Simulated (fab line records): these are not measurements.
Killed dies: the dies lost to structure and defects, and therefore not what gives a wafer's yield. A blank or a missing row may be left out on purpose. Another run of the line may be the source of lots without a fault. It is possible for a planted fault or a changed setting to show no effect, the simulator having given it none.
Chamber matching ; flow n5Finfet ; 4 sister chambers for N5_BEOL_M2_ETCHBACK_99 on rieDiel-04
The step etches SiO2 in CHF3, target depth 5 nm, time 10.4 s. 8 wafers are shown with their chamber, then 8 later ones without.

== EACH WAFER AND ITS CHAMBER ==
wafer;chamber;showerheadPlenumPTorr (Torr);drypumpMotorCurrentA (A)
L077.2;1;2.04;5.8
L077.5;1;2.04;5.8
L082.4;0;2.23;5.7
L082.5;3;2.17;5.0
L085.3;0;2.22;5.7
L085.4;3;2.17;5.1
L085.5;2;2.11;6.3
L087.2;2;2.11;6.3

== WAFERS WITH NO CHAMBER GIVEN ==
wafer;showerheadPlenumPTorr (Torr);drypumpMotorCurrentA (A)
L087.4;2.03;5.8
L087.5;2.11;6.3
L091.3;2.22;5.8
L091.4;2.16;5.1
L091.5;2.22;5.8
L094.1;2.16;5.1
L094.4;2.03;5.8
L094.5;2.21;5.8

== THE CHAMBER EACH PASSED THROUGH ==
wafer;from the rows above;in truth
L087.4;1;1
L087.5;2;2
L091.3;0;0
L091.4;3;3
L091.5;0;0
L094.1;3;3
L094.4;1;1
L094.5;0;0
Placed correctly: 8 of 8. Can't be placed from these rows: 0. Number placed wrongly: 0.
How it was worked out, from the rows above alone: a wafer's distance from a chamber is the root of the sum, over the readings, of the square of ((its reading less the chamber's mean) divided by the reading's scatter). The wafer belongs to the nearest chamber; if the next one is less than 2 further off, it can't be placed. For every chamber, the mean is computed from those of its wafers that are shown. The scatter: take each reading less its chamber's mean, square it, sum over the shown wafers, divide by the number of wafers less the number of chambers, and take the root.
